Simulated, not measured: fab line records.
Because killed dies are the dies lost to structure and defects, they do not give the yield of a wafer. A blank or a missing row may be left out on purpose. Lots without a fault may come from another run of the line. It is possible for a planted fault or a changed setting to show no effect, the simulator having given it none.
One fault seen from 2 desks ; flow n5-finfet ; each desk has only its own numbers; what lay behind them comes last

== THE METROLOGY DESK ==
What the gauges read, lot by lot, whatever tool the lot ran on: means of the sampled wafers that have a number. Marked OUT: a lot whose mean sits more than 4 standard deviations from the usual mean, which makes it out of limits; the brackets give that distance. Of its 11 readings 7 are shown: those that lie furthest out on some lot.
Columns: A = cd-nm at N5_DUMMY_GATE_CD_MEAS_24, usual 15.0 nm; B = DIBL_N at N5_BEOL_M4_RC_MEAS_101, usual 36.0 mV/V; C = DIBL_P at N5_BEOL_M4_RC_MEAS_101, usual 36.0 mV/V; D = IOFF_P at N5_BEOL_M4_RC_MEAS_101, usual 0.21 nA/um; E = ION_P at N5_BEOL_M4_RC_MEAS_101, usual 463 uA/um; F = VT_N at N5_BEOL_M4_RC_MEAS_101, usual 250 mV; G = VT_P at N5_BEOL_M4_RC_MEAS_101, usual -250 mV
lot;first seen here;A;B;C;D;E;F;G
L843;day 3 19:19;15.1;36.2;35.5;0.17;455;253;-254
L844;day 4 02:02;15.1;35.7;37.4;0.23;466;251;-247
L847;day 4 21:03;15.4;37.4;36.3;0.21;461;247;-250
L848;day 5 02:44;14.8;36.3;35.5;0.21;463;250;-249
L849;day 5 06:14;15.0;36.7;35.8;0.19;465;249;-253
L850;day 5 12:37;15.3;33.9;34.4;0.21;463;252;-248
L851;day 5 17:03;15.0;35.9;34.8;0.22;468;250;-250
L857;day 7 09:11;14.5;38.0;37.4;0.23;466;248;-249
L861;day 8 06:05;15.1;34.2;34.0;0.20;466;251;-248
L862;day 8 10:06;14.9;35.7;36.0;0.18;462;251;-254
This desk's verdict: no lot among the 10 shows anything out of limits.

== FOR THE TOOL OWNER'S DESK: rie-diel-05 ==
The tool's own readings at N5_SD_EPI_P_ETCH_36 (etches SiARC in CF4, target depth 45.5 nm, time 75.8 s): means of the sampled wafers that have a number, for each lot that ran on this tool. Marked OUT: a lot whose mean sits more than 4 standard deviations from the usual mean, which makes it out of limits; the brackets give that distance.
Columns: A = drypump-motor-current-A at N5_SD_EPI_P_ETCH_36, usual 5.9 A; B = etch-rf-on-time-s at N5_SD_EPI_P_ETCH_36, usual 76.2 s; C = oes-product-au at N5_SD_EPI_P_ETCH_36, usual 0.68 a.u.; D = rf-vpp-V at N5_SD_EPI_P_ETCH_36, usual 183.8 V; E = showerhead-plenum-p-Torr at N5_SD_EPI_P_ETCH_36, usual 2.13 Torr; F = throttle-valve-pct at N5_SD_EPI_P_ETCH_36, usual 15.56 %
lot;first seen here;A;B;C;D;E;F
L843;day 4 03:37;6.4;76.6;0.76;183.2;2.09;15.43
L847;day 5 05:00;6.1;76.3;0.72;183.9;2.14;15.49
L850;day 5 18:43;6.4;77.0;0.74;182.9;2.09;15.47
L851;day 5 22:57;5.8;75.8;0.70;183.0;2.14;15.51
L857;day 7 15:22;6.0;55.3 (-13) OUT;0.87;183.4;2.09;15.52
L861;day 8 12:32;5.5;55.3 (-13) OUT;0.76;183.3;2.13;15.54
This desk's verdict: out of limits on L857, L861, starting with L857 at day 7 15:22 (etch-rf-on-time-s at N5_SD_EPI_P_ETCH_36). L843, L847, L850, L851 stayed within limits.

== PUT TOGETHER ==
At day 7 15:22, on L857, L861, the tool owner's desk was in a position to raise an alarm.
At the metrology desk, nothing out of limits was observed.
The metrology desk has L857, L861 on record, within its limits.
Every lot named ran N5_SD_EPI_P_ETCH_36 on rie-diel-05.

== WHAT THE SIMULATOR HAD PUT IN ==
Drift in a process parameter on rie-diel-05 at N5_SD_EPI_P_ETCH_36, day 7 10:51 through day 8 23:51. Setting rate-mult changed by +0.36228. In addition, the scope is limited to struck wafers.
Shown lots that were struck: L857, L861.
Hours from the fault's start to each desk's first reading out of limits: the tool owner's desk, 5.
